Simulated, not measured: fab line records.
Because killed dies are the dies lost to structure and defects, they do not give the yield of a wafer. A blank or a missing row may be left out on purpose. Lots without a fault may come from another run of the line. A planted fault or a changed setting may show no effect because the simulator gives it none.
fab line records	flow n5_finfet
record: lots: 14	wafers: 42	last_day: 18
route steps=1938 shown BEOL_M4@1109 BEOL_M5@1112
lots that met no fault: taken from a fault-free run of the same line
start_h: hours from the record's opening day to when the first of the lot's shown wafers began	wait_h: time in hours since the lot's previous step	" as in the row above	L1.1+2: several wafers, shown together as one row	- value missing, or start not given	* or withheld: withheld	< > ~ a bound
route shown NAME@n: NAME is a module with steps in the file, n the number in the route of the first one	usual: average and standard deviation across the fault-free wafers	same: alike in all rows	chamber/n: place in a boat	sites: readings site by site	_std_site: their standard deviation	_edge_site: inner sites' mean taken away from outer sites' mean	radius_mm: for every site, how far away it sits from the centre of the wafer	mask NAME#n: copy n	behind: the most recent tool/chamber to have shaped the wafer	hold: reason for holding the lot/hours on hold/outcome of the hold	device: whichever transistor did not switch (one of n, p or np)	end of line: tests of these same wafers at the route's end	step lacking rows: just its recipe	killed: count of dies lost to structure and defects at first sort (not the wafer's yield)	map: a wafer's dies, x killed, . not, _ none there
set.NAME: setting as actually run; set.NAME@STEP: the setting as run at that earlier step	model.NAME: the simulator's own value behind a step, which no gauge read
one table for each step of the route and one row for each wafer, over a sample of lots
services: the hour from which a tool's chamber was out of use, counted from the record's first day as start_h (under 0 if before that day), plus the number of hours and why
== steps ==
step: N5_BEOL_M4_RS_MEAS_58
recipe: thk_meas_gauge: four-point-probe	reads: Co_of_BEOL_M4_CO_CAP_55+Cu_of_BEOL_M4_ECD_50+Co_of_BEOL_M4_CVD_47+TaN_of_BEOL_M4_ALD_84
usual: M4_RS: 0.661/0.024
lot.wafer	tool	chamber	start_h	wait_h	M4_RS[ohm/sq]
L857.2	film_metro-02	-	159.73	0.1	0.663
L857.4	"	-	"	"	0.700
L857.6	"	-	"	"	0.652
L860.2	film_metro-02	-	194.92	0.1	0.643
L860.4	"	-	"	"	0.646
L860.5	"	-	"	"	0.634
L865.4	film_metro-02	-	220.78	0.1	0.623
L865.5	"	-	"	"	0.662
L865.6	"	-	"	"	0.602
L864.3	film_metro-02	-	223.40	0.1	0.690
L864.5	"	-	"	"	0.730
L864.6	"	-	"	"	0.693
L866.4	film_metro-02	-	242.34	0.0	0.660
L866.5	"	-	"	"	0.647
L866.6	"	-	"	"	0.696
L869.1	film_metro-02	-	248.02	0.1	0.669
L869.3	"	-	"	"	0.676
L869.5	"	-	"	"	0.668
L871.2	film_metro-02	-	249.94	0.1	0.666
L871.4	"	-	"	"	0.648
L871.5	"	-	"	"	0.670
L870.1	film_metro-01	-	250.06	0.0	0.668
L870.3	"	-	"	"	0.706
L870.6	"	-	"	"	0.648
L872.4	film_metro-01	-	264.31	0.0	0.652
L872.5	"	-	"	"	0.704
L872.6	"	-	"	"	0.669
L873.1	film_metro-02	-	275.90	0.0	0.688
L873.3	"	-	"	"	0.627
L873.5	"	-	"	"	0.657
L874.3	film_metro-01	-	279.84	0.1	0.636
L874.5	"	-	"	"	0.673
L874.6	"	-	"	"	0.634
L878.1	film_metro-02	-	316.32	0.0	0.661
L878.4	"	-	"	"	0.645
L878.5	"	-	"	"	0.668
L880.2	film_metro-02	-	318.24	0.1	0.651
L880.3	"	-	"	"	0.677
L880.5	"	-	"	"	0.656
L879.1	film_metro-02	-	319.67	0.0	0.690
L879.2	"	-	"	"	0.627
L879.5	"	-	"	"	0.686
step: N5_BEOL_M5_ILD_DEP_00
recipe: material: SiCOH_lowk	target_thk_a: 1406.4	temp_c: 300	precursor: DEMS/porogen	pressure_torr: 5	rf_w: 500	time_s: 25.9
usual: chamber_pressure_Torr: 4.998/0.011	heater_power_w: 334/61	showerhead_plenum_p_Torr: 5.737/0.019	showerhead_vpp_V: 1401/70	susceptor_temp_C: 299.98/0.2	throttle_valve_pct: 13.9/0.81
lot.wafer	tool	chamber	start_h	wait_h	chamber_pressure_Torr	heater_power_w	showerhead_plenum_p_Torr	showerhead_vpp_V	susceptor_temp_C	throttle_valve_pct
L857.2	pecvd-02	0	160.74	0.7	5.003	301	5.731	1398	299.89	13.5
L857.4	"	0	"	"	4.986	308	5.736	1357	299.92	13.7
L857.6	"	1	"	"	4.995	301	5.764	1529	299.96	14.2
L860.2	pecvd-01	2	195.93	0.7	5.014	304	5.723	1291	300.14	13.0
L860.4	"	0	"	"	5.003	357	5.737	1375	300.07	14.6
L860.5	"	1	"	"	4.992	420	5.735	1312	299.61	12.5
L865.4	pecvd-04	0	221.81	0.4	4.987	416	5.733	1455	300.04	14.2
L865.5	"	0	"	"	4.985	419	5.743	1418	300.20	14.4
L865.6	"	1	"	"	4.997	437	5.755	1419	299.86	15.5
L864.3	pecvd-01	2	224.42	0.5	5.006	280	5.709	1293	299.93	13.2
L864.5	"	0	"	"	4.996	337	5.739	1363	300.17	14.9
L864.6	"	2	"	"	4.998	286	5.724	1324	299.60	13.1
L866.4	pecvd-02	0	243.37	0.4	4.999	339	5.734	1370	299.87	13.5
L866.5	"	2	"	"	5.000	252	5.724	1424	299.55	13.2
L866.6	"	1	"	"	4.990	271	5.771	1512	299.98	13.9
L869.1	pecvd-01	1	249.04	0.8	4.996	399	5.744	1303	299.92	12.5
L869.3	"	2	"	"	4.994	287	5.712	1302	300.02	13.5
L869.5	"	0	"	"	5.018	318	5.739	1405	299.75	14.6
L871.2	pecvd-02	2	250.95	0.7	4.976	244	5.707	1453	300.13	13.3
L871.4	"	0	"	"	5.030	304	5.735	1354	300.06	13.7
L871.5	"	2	"	"	5.000	239	5.713	1422	300.00	13.5
L870.1	pecvd-02	1	251.08	0.8	4.993	319	5.770	1525	299.96	13.8
L870.3	"	2	"	"	5.006	238	5.711	1426	299.90	13.0
L870.6	"	0	"	"	4.998	348	5.736	1366	300.05	13.6
L872.4	pecvd-04	2	265.35	0.4	4.986	337	5.732	1354	300.26	13.3
L872.5	"	1	"	"	5.003	387	5.742	1405	299.80	15.4
L872.6	"	0	"	"	5.012	354	5.739	1420	300.36	14.5
L873.1	pecvd-04	1	276.91	0.8	4.992	379	5.744	1393	299.68	15.4
L873.3	"	0	"	"	5.009	418	5.747	1453	300.18	14.4
L873.5	"	1	"	"	4.982	395	5.751	1416	299.77	15.2
L874.3	pecvd-01	1	280.87	0.5	4.994	430	5.732	1303	299.89	13.0
L874.5	"	0	"	"	4.989	323	5.742	1426	299.81	14.8
L874.6	"	1	"	"	4.991	432	5.731	1318	299.83	12.7
L878.1	pecvd-01	1	317.34	0.8	5.012	436	5.748	1315	299.67	12.5
L878.4	"	1	"	"	5.008	449	5.738	1303	299.77	12.3
L878.5	"	0	"	"	5.019	356	5.732	1368	299.99	15.0
L880.2	pecvd-02	0	319.26	0.7	4.998	357	5.727	1351	300.07	13.4
L880.3	"	0	"	"	5.001	284	5.730	1351	299.89	13.5
L880.5	"	2	"	"	4.986	287	5.723	1429	300.17	13.4
L879.1	pecvd-02	0	320.68	0.8	4.993	300	5.732	1359	300.01	13.6
L879.2	"	2	"	"	4.989	245	5.721	1437	299.72	13.5
L879.5	"	0	"	"	5.000	316	5.717	1369	299.93	13.7
step: N5_BEOL_M5_ETCH_72
recipe: chemistry: N2/H2	target: underlayer	target_depth_a: 65	mask_material: CAR-EUV	time_s: 5.2	ion_energy_ev: 200	pressure_mtorr: 30	source_w: 840	bias_w: 150	n2_flow_sccm: 200	h2_flow_sccm: 200	ends: cleared
usual: bias_w: 150.0/0.48	chamber_pressure_mTorr: 30.00/0.042	drypump_motor_current_A: 5.8/0.37	etch_rf_on_time_s: 5.22/0.1	oes_product_au: 0.66/0.069	rf_vpp_V: 523.2/2.6	showerhead_plenum_p_Torr: 2.52/0.086	throttle_valve_pct: 17.87/0.22
lot.wafer	tool	chamber	start_h	wait_h	bias_w	chamber_pressure_mTorr	drypump_motor_current_A	etch_rf_on_time_s	oes_product_au	rf_hours_counter_h	rf_vpp_V	showerhead_plenum_p_Torr	throttle_valve_pct
L857.2	rie_diel-03	3	162.95	0.0	150.4	29.98	5.5	5.29	0.60	180	527.0	2.65	17.84
L857.4	"	1	"	"	150.1	29.98	5.7	5.13	0.67	-	524.9	2.54	17.63
L857.6	"	0	"	"	150.6	29.98	5.9	5.23	0.75	-	524.9	2.47	17.64
L860.2	rie_diel-04	2	199.07	0.0	151.0	29.97	5.8	5.25	0.62	169	520.5	2.53	17.75
L860.4	"	0	"	"	151.0	29.95	5.5	5.31	0.60	224	520.2	2.41	18.17
L860.5	"	0	"	"	149.9	30.08	5.5	5.31	0.59	-	519.2	2.41	18.17
L865.4	rie_diel-03	3	223.90	0.0	149.1	30.04	5.5	5.30	0.60	197	527.8	2.64	17.88
L865.5	"	2	"	"	149.8	30.00	6.0	5.32	0.63	-	519.5	2.44	18.03
L865.6	"	1	"	"	150.3	30.04	5.7	5.15	0.65	-	525.4	2.54	17.65
L864.3	rie_diel-03	1	228.67	0.0	150.4	30.04	5.7	5.09	0.66	156	522.8	2.54	17.67
L864.5	"	1	"	"	150.0	29.99	5.7	5.12	0.66	-	524.2	2.54	17.65
L864.6	"	2	"	"	149.4	30.05	6.1	5.21	0.64	-	518.9	2.44	18.02
L866.4	rie_diel-04	3	244.74	0.0	150.0	30.04	6.3	5.39	0.69	-	527.1	2.69	17.93
L866.5	"	0	"	"	150.0	29.96	5.5	5.40	0.58	-	518.1	2.40	18.19
L866.6	"	2	"	"	149.5	29.98	5.8	5.24	0.61	-	521.7	2.52	17.75
L869.1	rie_diel-02	3	251.03	0.0	150.2	30.03	4.9	4.92	0.64	225	518.2	2.40	18.17
L869.3	"	0	"	"	150.5	29.97	5.7	5.23	0.79	19	522.8	2.62	17.78
L869.5	"	0	"	"	149.7	29.98	5.7	5.25	0.81	-	525.1	2.62	17.76
L871.2	rie_diel-03	0	252.76	0.0	150.0	30.00	5.9	5.18	0.71	73	523.0	2.46	17.67
L871.4	"	1	"	"	150.5	30.03	5.7	5.11	0.66	163	523.8	2.53	17.66
L871.5	"	2	"	"	150.1	29.96	6.0	5.21	0.64	-	520.9	2.44	18.04
L870.1	rie_diel-02	3	252.96	0.0	149.8	29.95	4.9	5.03	0.63	226	522.1	2.40	18.19
L870.3	"	0	"	"	149.5	30.00	5.7	5.37	0.77	19	525.6	2.62	17.75
L870.6	"	0	"	"	149.6	30.03	5.7	5.33	0.77	-	524.0	2.62	17.75
L872.4	rie_diel-04	0	267.28	0.0	149.8	29.97	5.5	5.30	0.59	242	521.8	2.40	18.20
L872.5	"	3	"	"	151.1	29.98	6.3	5.33	0.69	-	527.0	2.69	17.96
L872.6	"	0	"	"	149.8	29.96	5.5	5.37	0.58	-	518.7	2.40	18.20
L873.1	rie_diel-03	1	278.75	0.0	150.6	30.02	5.7	5.15	0.65	171	521.5	2.53	17.64
L873.3	"	2	"	"	150.9	30.02	6.1	5.24	0.62	194	520.8	2.43	18.04
L873.5	"	2	"	"	150.6	29.99	6.0	5.24	0.64	-	519.0	2.43	18.04
L874.3	rie_diel-03	2	283.60	0.0	150.0	29.93	6.1	5.26	0.63	196	520.3	2.43	18.06
L874.5	"	2	"	"	149.6	30.00	6.0	5.24	0.63	-	520.3	2.43	18.05
L874.6	"	1	"	"	150.6	30.07	5.7	5.18	0.64	-	524.5	2.53	17.70
L878.1	rie_diel-04	2	319.53	0.0	150.4	30.01	5.8	5.25	0.60	207	523.1	2.51	17.81
L878.4	"	3	"	"	149.9	29.94	6.3	5.41	0.67	-	527.2	2.68	17.99
L878.5	"	1	"	"	150.4	29.98	5.2	5.22	0.78	-	525.8	2.61	17.73
L880.2	rie_diel-03	1	320.56	0.0	150.2	30.03	5.7	5.10	0.63	183	524.0	2.52	17.69
L880.3	"	3	"	"	149.3	30.02	5.5	5.31	0.58	226	527.0	2.63	17.92
L880.5	"	2	"	"	149.8	29.96	6.0	5.19	0.63	-	520.8	2.43	18.07
L879.1	rie_diel-03	2	323.91	0.0	150.2	30.04	6.0	5.18	0.62	208	518.9	2.43	18.07
L879.2	"	0	"	"	149.5	29.95	5.9	5.22	0.68	93	521.1	2.45	17.69
L879.5	"	0	"	"	149.8	30.07	6.0	5.20	0.69	-	523.8	2.45	17.69
step: N5_BEOL_M5_ETCH_61
recipe: chemistry: CF4	target: SiARC	target_depth_a: 156	mask_material: CAR-EUV	time_s: 26	ion_energy_ev: 80	pressure_mtorr: 40	source_w: 545	bias_w: 36	Ar_flow_sccm: 100	cf4_flow_sccm: 100	ends: cleared
usual: bias_w: 35.99/0.1	cf4_flow_sccm: 99.99/0.29	drypump_motor_current_A: 5.8/0.37	etch_rf_on_time_s: 26.1/0.47	oes_product_au: 0.66/0.068	rf_vpp_V: 184.0/1.2	showerhead_plenum_p_Torr: 2.12/0.067	throttle_valve_pct: 15.61/0.24
lot.wafer	tool	chamber	start_h	wait_h	bias_w	cf4_flow_sccm	drypump_motor_current_A	etch_rf_on_time_s	oes_product_au	rf_hours_counter_h	rf_vpp_V	showerhead_plenum_p_Torr	throttle_valve_pct
L857.2	rie_diel-03	3	162.96	0.0	35.94	100.48	5.5	26.3	0.61	180	183.4	2.22	15.68
L857.4	"	1	"	"	35.95	99.99	5.7	25.7	0.67	-	184.9	2.15	15.41
L857.6	"	0	"	"	35.96	100.43	5.9	26.6	0.73	-	184.3	2.09	15.32
L860.2	rie_diel-04	2	199.08	0.0	36.00	99.89	5.8	25.6	0.63	169	184.3	2.14	15.65
L860.4	"	0	"	"	36.03	99.61	5.5	26.5	0.60	224	184.2	2.03	15.83
L860.5	"	0	"	"	36.11	99.47	5.5	26.3	0.60	-	183.3	2.03	15.82
L865.4	rie_diel-03	3	223.92	0.0	35.99	99.68	5.5	26.7	0.59	197	186.3	2.21	15.70
L865.5	"	2	"	"	36.04	100.11	6.0	26.3	0.64	-	183.8	2.05	15.72
L865.6	"	1	"	"	35.92	100.07	5.7	26.2	0.66	-	184.3	2.14	15.45
L864.3	rie_diel-03	1	228.68	0.0	36.04	99.80	5.7	25.9	0.65	156	184.0	2.14	15.43
L864.5	"	1	"	"	36.00	100.39	5.7	25.9	0.65	-	185.4	2.14	15.46
L864.6	"	2	"	"	35.93	100.35	6.0	26.5	0.64	-	183.6	2.05	15.73
L866.4	rie_diel-04	3	244.76	0.0	35.96	99.48	6.3	26.8	0.70	-	185.3	2.26	15.63
L866.5	"	0	"	"	36.08	99.80	5.5	26.6	0.58	-	182.0	2.03	15.86
L866.6	"	2	"	"	35.97	100.04	5.8	26.1	0.62	-	182.8	2.13	15.68
L869.1	rie_diel-02	3	251.05	0.0	35.87	99.85	4.9	25.1	0.62	225	181.2	2.04	16.05
L869.3	"	0	"	"	35.97	99.47	5.7	26.3	0.79	19	186.0	2.17	15.29
L869.5	"	0	"	"	36.04	99.89	5.7	26.1	0.79	-	185.1	2.17	15.27
L871.2	rie_diel-03	0	252.78	0.0	35.98	99.38	5.9	26.4	0.70	73	182.3	2.08	15.36
L871.4	"	1	"	"	35.89	99.77	5.7	26.0	0.64	163	184.9	2.14	15.45
L871.5	"	2	"	"	36.16	99.85	6.0	26.0	0.63	-	182.7	2.05	15.76
L870.1	rie_diel-02	3	252.98	0.0	35.91	100.66	4.9	25.1	0.63	226	182.5	2.04	16.05
L870.3	"	0	"	"	35.99	100.08	5.7	26.3	0.79	19	185.3	2.17	15.27
L870.6	"	0	"	"	36.09	99.84	5.7	26.4	0.78	-	184.4	2.17	15.28
L872.4	rie_diel-04	0	267.30	0.0	35.91	99.93	5.5	26.4	0.58	242	181.4	2.02	15.87
L872.5	"	3	"	"	35.97	99.62	6.3	26.5	0.71	-	185.9	2.26	15.64
L872.6	"	0	"	"	35.87	99.79	5.5	26.4	0.58	-	183.4	2.02	15.87
L873.1	rie_diel-03	1	278.77	0.0	-	-	-	-	-	-	-	-	-
L873.3	"	2	"	"	-	-	-	-	-	-	-	-	-
L873.5	"	2	"	"	-	-	-	-	-	-	-	-	-
L874.3	rie_diel-03	2	283.61	0.0	-	-	-	-	-	-	-	-	-
L874.5	"	2	"	"	-	-	-	-	-	-	-	-	-
L874.6	"	1	"	"	-	-	-	-	-	-	-	-	-
L878.1	rie_diel-04	2	319.55	0.0	36.01	100.30	5.8	26.3	0.59	207	183.9	2.13	15.73
L878.4	"	3	"	"	35.92	99.82	6.3	26.7	0.67	-	186.1	2.26	15.67
L878.5	"	1	"	"	36.05	99.81	5.2	26.5	0.77	-	186.5	2.18	15.28
L880.2	rie_diel-03	1	320.58	0.0	35.97	100.03	5.7	25.9	0.64	183	183.3	2.13	15.50
L880.3	"	3	"	"	35.94	100.00	5.5	26.4	0.59	226	185.9	2.20	15.75
L880.5	"	2	"	"	36.04	99.99	6.0	26.2	0.62	-	182.7	2.05	15.80
L879.1	rie_diel-03	2	323.93	0.0	35.92	99.90	6.0	26.4	0.62	208	183.3	2.04	15.80
L879.2	"	0	"	"	36.14	99.87	5.9	26.6	0.68	93	182.1	2.07	15.40
L879.5	"	0	"	"	36.01	100.00	5.9	26.8	0.68	-	183.4	2.07	15.40
step: N5_BEOL_M5_ETCH_62
recipe: chemistry: N2/H2	target: SOC	target_depth_a: 750	overetch_a: 150	mask_material: SiARC	temp_c: 40	time_s: 112.5	ion_energy_ev: 200	pressure_mtorr: 30	source_w: 840	bias_w: 150	n2_flow_sccm: 200	h2_flow_sccm: 200
usual: bias_w: 150.1/0.51	chamber_pressure_mTorr: 30.003/0.029	drypump_motor_current_A: 5.8/0.37	oes_product_au: 0.62/0.063	rf_vpp_V: 523.4/2.5	showerhead_plenum_p_Torr: 2.52/0.086	throttle_valve_pct: 17.83/0.22
lot.wafer	tool	chamber	start_h	wait_h	bias_w	chamber_pressure_mTorr	drypump_motor_current_A	oes_product_au	rf_hours_counter_h	rf_vpp_V	showerhead_plenum_p_Torr	throttle_valve_pct
L857.2	rie_diel-03	3	162.99	0.0	150.3	30.009	5.5	0.56	180	526.0	2.65	17.82
L857.4	"	1	"	"	149.7	29.985	5.7	0.62	-	522.9	2.54	17.57
L857.6	"	0	"	"	149.2	30.003	5.9	0.69	-	522.8	2.47	17.59
L860.2	rie_diel-04	2	199.11	0.0	149.8	29.995	5.8	0.58	169	523.3	2.53	17.69
L860.4	"	0	"	"	150.4	29.967	5.5	0.55	224	521.5	2.41	18.14
L860.5	"	0	"	"	151.0	30.010	5.5	0.56	-	519.6	2.41	18.15
L865.4	rie_diel-03	3	223.95	0.0	149.9	29.942	5.6	0.55	197	526.7	2.64	17.84
L865.5	"	2	"	"	149.7	30.003	6.0	0.60	-	520.3	2.44	17.98
L865.6	"	1	"	"	150.5	29.991	5.7	0.61	-	525.1	2.54	17.61
L864.3	rie_diel-03	1	228.71	0.0	150.1	29.991	5.7	0.61	156	525.0	2.54	17.61
L864.5	"	1	"	"	149.6	29.962	5.7	0.61	-	522.7	2.54	17.61
L864.6	"	2	"	"	149.5	30.007	6.1	0.60	-	522.1	2.44	18.01
L866.4	rie_diel-04	3	244.83	0.1	149.8	30.018	6.3	0.66	-	527.3	2.69	17.92
L866.5	"	0	"	"	150.4	30.028	5.5	0.55	-	519.8	2.40	18.16
L866.6	"	2	"	"	150.0	30.045	5.8	0.58	-	524.2	2.52	17.76
L869.1	rie_diel-02	3	251.08	0.0	150.4	30.025	4.9	0.57	226	520.0	2.40	18.14
L869.3	"	0	"	"	150.1	29.989	5.7	0.73	19	526.4	2.62	17.74
L869.5	"	0	"	"	150.6	30.017	5.7	0.74	-	524.4	2.62	17.74
L871.2	rie_diel-03	0	252.81	0.0	149.9	30.006	5.9	0.66	73	521.4	2.46	17.62
L871.4	"	1	"	"	151.5	30.029	5.7	0.61	163	523.9	2.53	17.62
L871.5	"	2	"	"	150.4	29.972	6.1	0.60	-	523.2	2.44	18.01
L870.1	rie_diel-02	3	253.01	0.0	149.3	29.976	4.9	0.57	226	519.6	2.40	18.17
L870.3	"	0	"	"	150.6	29.963	5.7	0.73	19	525.1	2.62	17.73
L870.6	"	0	"	"	150.7	29.960	5.7	0.73	-	526.1	2.62	17.73
L872.4	rie_diel-04	0	267.33	0.0	151.0	30.022	5.5	0.55	242	520.5	2.40	18.19
L872.5	"	3	"	"	150.0	29.995	6.3	0.65	-	529.0	2.68	17.92
L872.6	"	0	"	"	151.2	29.992	5.5	0.55	-	518.6	2.40	18.18
L873.1	rie_diel-03	1	278.80	0.0	150.0	29.980	5.7	0.28	171	524.2	2.53	17.60
L873.3	"	2	"	"	150.1	29.989	6.0	0.28	195	520.4	2.43	17.97
L873.5	"	2	"	"	149.3	29.995	6.0	0.28	-	521.2	2.43	17.96
L874.3	rie_diel-03	2	283.64	0.0	149.6	29.967	6.0	0.28	196	521.1	2.43	17.96
L874.5	"	2	"	"	149.2	29.988	6.1	0.28	-	521.1	2.43	17.97
L874.6	"	1	"	"	149.8	29.982	5.7	0.29	-	523.1	2.53	17.59
L878.1	rie_diel-04	2	319.57	0.0	150.5	30.025	5.8	0.56	207	523.6	2.51	17.77
L878.4	"	3	"	"	150.4	30.081	6.3	0.64	-	527.0	2.68	17.95
L878.5	"	1	"	"	150.7	30.014	5.2	0.73	-	525.4	2.61	17.67
L880.2	rie_diel-03	1	320.61	0.0	150.2	30.014	5.7	0.59	183	525.2	2.53	17.65
L880.3	"	3	"	"	150.1	29.974	5.5	0.54	226	527.4	2.63	17.90
L880.5	"	2	"	"	149.6	29.974	6.0	0.58	-	521.9	2.43	18.04
L879.1	rie_diel-03	2	323.96	0.0	149.6	29.980	6.0	0.57	208	520.2	2.43	18.03
L879.2	"	0	"	"	150.2	29.989	5.9	0.64	93	521.4	2.45	17.66
L879.5	"	0	"	"	150.3	29.972	5.9	0.64	-	521.4	2.45	17.65
step: N5_BEOL_M5_HM_OPEN_17
recipe: chemistry: Cl2/BCl3	target_depth_a: 200	overetch_a: 60	target: TiN	mask_material: SOC	ion_energy_ev: 150	pressure_mtorr: 10	icp_w: 1000	bias_w: 126	Cl2_flow_sccm: 53.25	bcl3_flow_sccm: 21.75	Ar_flow_sccm: 25
usual: drypump_motor_current_A: 6.0/0.34	oes_product_au: 0.67/0.069	throttle_valve_pct: 22.11/0.19
lot.wafer	tool	chamber	start_h	wait_h	drypump_motor_current_A	oes_product_au	rf_hours_counter_h	throttle_valve_pct
L857.2	rie_metal-01	1	163.19	0.1	6.2	0.69	-	22.23
L857.4	"	1	"	"	6.1	0.69	-	22.23
L857.6	"	1	"	"	6.1	0.70	-	22.22
L860.2	rie_metal-02	0	199.28	0.0	6.1	0.75	12	22.12
L860.4	"	1	"	"	6.2	0.75	-	22.34
L860.5	"	0	"	"	6.1	0.74	-	22.11
L865.4	rie_metal-01	0	224.15	0.1	5.3	0.65	-	21.74
L865.5	"	1	"	"	6.1	0.68	-	22.23
L865.6	"	0	"	"	5.3	0.66	-	21.73
L864.3	rie_metal-03	1	228.92	0.1	6.0	0.52	-	22.05
L864.5	"	0	"	"	6.3	0.68	-	22.08
L864.6	"	1	"	"	6.0	0.52	-	22.03
L866.4	rie_metal-01	1	244.97	0.1	6.1	0.67	-	22.26
L866.5	"	1	"	"	6.1	0.67	-	22.22
L866.6	"	0	"	"	5.3	0.64	-	21.74
L869.1	rie_metal-03	1	251.25	0.0	6.1	0.52	122	22.04
L869.3	"	1	"	"	6.1	0.52	-	22.03
L869.5	"	0	"	"	6.3	0.67	-	22.07
L871.2	rie_metal-03	0	252.97	0.0	6.3	0.69	42	22.06
L871.4	"	0	"	"	6.3	0.68	-	22.06
L871.5	"	1	"	"	6.1	0.52	-	22.01
L870.1	rie_metal-03	1	253.18	0.0	6.1	0.51	122	22.03
L870.3	"	1	"	"	6.1	0.52	-	22.03
L870.6	"	0	"	"	6.3	0.68	-	22.08
L872.4	rie_metal-01	0	267.53	0.1	5.3	0.65	-	21.75
L872.5	"	0	"	"	5.3	0.64	-	21.75
L872.6	"	1	"	"	6.1	0.67	-	22.23
L873.1	rie_metal-01	1	278.96	0.0	6.1	0.29	41	22.92
L873.3	"	0	"	"	5.3	0.28	-	22.41
L873.5	"	0	"	"	5.3	0.28	-	22.41
L874.3	rie_metal-02	1	283.84	0.1	6.2	0.32	-	23.03
L874.5	"	1	"	"	6.2	0.32	-	23.04
L874.6	"	0	"	"	6.1	0.32	-	22.77
L878.1	rie_metal-02	1	319.74	0.0	6.2	0.72	18	22.38
L878.4	"	1	"	"	6.2	0.72	-	22.38
L878.5	"	0	"	"	6.1	0.72	-	22.13
L880.2	rie_metal-02	1	320.77	0.0	6.2	0.71	18	22.39
L880.3	"	1	"	"	6.2	0.70	-	22.39
L880.5	"	1	"	"	6.2	0.71	-	22.40
L879.1	rie_metal-01	1	324.13	0.0	6.1	0.65	46	22.25
L879.2	"	0	"	"	5.3	0.63	51	21.76
L879.5	"	0	"	"	5.3	0.63	-	21.77
step: N5_BEOL_M5_CD_MEAS_18
recipe: pitch_nm: 56	target_cd_nm: 28
usual: cd_nm: 27.9/0.34
lot.wafer	tool	chamber	start_h	wait_h	cd_nm
L857.2	cd_sem-02	-	163.43	0.1	28.7
L857.4	"	-	"	"	28.3
L857.6	"	-	"	"	28.3
L860.2	cd_sem-01	-	199.60	0.1	28.4
L860.4	"	-	"	"	28.2
L860.5	"	-	"	"	28.4
L865.4	cd_sem-03	-	224.30	0.1	28.2
L865.5	"	-	"	"	27.9
L865.6	"	-	"	"	28.2
L864.3	cd_sem-01	-	229.08	0.1	27.9
L864.5	"	-	"	"	27.7
L864.6	"	-	"	"	27.6
L866.4	cd_sem-02	-	245.13	0.1	27.2
L866.5	"	-	"	"	27.6
L866.6	"	-	"	"	28.0
L869.1	cd_sem-03	-	251.46	0.0	27.7
L869.3	"	-	"	"	27.7
L869.5	"	-	"	"	28.2
L871.2	cd_sem-02	-	253.16	0.1	28.3
L871.4	"	-	"	"	27.7
L871.5	"	-	"	"	27.5
L870.1	cd_sem-01	-	253.44	0.0	27.6
L870.3	"	-	"	"	27.6
L870.6	"	-	"	"	28.2
L872.4	cd_sem-03	-	267.97	0.1	27.9
L872.5	"	-	"	"	27.4
L872.6	"	-	"	"	27.8
L873.1	cd_sem-02	-	279.14	0.0	-
L873.3	"	-	"	"	-
L873.5	"	-	"	"	-
L874.3	cd_sem-03	-	284.03	0.1	-
L874.5	"	-	"	"	-
L874.6	"	-	"	"	-
L878.1	cd_sem-01	-	320.02	0.0	27.9
L878.4	"	-	"	"	27.2
L878.5	"	-	"	"	28.2
L880.2	cd_sem-03	-	320.96	0.1	28.3
L880.3	"	-	"	"	28.5
L880.5	"	-	"	"	28.1
L879.1	cd_sem-03	-	324.40	0.0	27.9
L879.2	"	-	"	"	27.6
L879.5	"	-	"	"	27.8
== services ==
tool	chamber	start_h	hours	kind
rie_metal-01	0	155.40	25.5	repair
pecvd-01	0	160.15	4.4	repair
rie_metal-03	-	162.48	0.4	repair
rie_diel-04	0	176.83	7.2	repair
rie_metal-03	-	177.06	1.4	pm
pecvd-01	-	190.93	2.6	repair
rie_diel-04	0	204.06	8.8	repair
pecvd-02	2	212.62	8.6	repair
rie_diel-04	1	225.88	-	clean
rie_diel-04	1	225.88	-	consumable_replace:focus_ring
rie_diel-04	1	225.88	31.8	scheduled_down
rie_diel-04	1	225.88	31.8	vent_cycle
rie_metal-02	-	233.82	14.6	pm
rie_diel-02	1	257.11	6.0	repair
pecvd-02	0	279.07	4.1	repair
rie_diel-04	0	284.54	18.3	repair
pecvd-01	-	293.53	14.6	pm
rie_diel-02	3	293.80	6.4	repair
rie_diel-04	0	307.97	-	clean
rie_diel-04	0	307.97	-	consumable_replace:focus_ring
rie_diel-04	0	307.97	-	consumable_replace:showerhead
rie_diel-04	0	307.97	12.6	scheduled_down
rie_diel-04	0	307.97	12.6	vent_cycle
rie_diel-03	0	318.87	4.7	repair
== key ==
first_sign: step: N5_BEOL_M5_ETCH_61	reading: tool_record	direction: missing
effect: step: N5_BEOL_M5_ETCH_62	reading: oes_product_au	direction: down	sigmas: 5.3	usual: 0.62	struck: 0.28
effect: step: N5_BEOL_M5_HM_OPEN_17	reading: oes_product_au	direction: down	sigmas: 5.3	usual: 0.67	struck: 0.30
effect: step: N5_BEOL_M5_CD_MEAS_18	reading: cd_nm	direction: missing
met_at N5_BEOL_M5_ETCH_61
struck_lots L873,L874
later_rows_left_out L873.1,L873.3,L873.5,L874.3,L874.5,L874.6
sort_left_out L873.1,L873.3,L873.5,L874.3,L874.5,L874.6
not_acting_at N5_BEOL_M4_RS_MEAS_58,N5_BEOL_M5_ILD_DEP_00,N5_BEOL_M5_ETCH_72
onset_between 252.78 278.77
fault: kind: skipped_step_whole	tool: rie_diel-03	chamber: -	onset_h: 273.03	steps: N5_BEOL_M5_ETCH_61	scope: struck_lots_only
sort_left_out: the simulated sort isn't trusted on such a fault, so these wafers' sort isn't shown, and their yield isn't known
later_rows_left_out: the simulator's readings of these wafers behind a module that went badly wrong aren't trusted and aren't shown, but for the sort
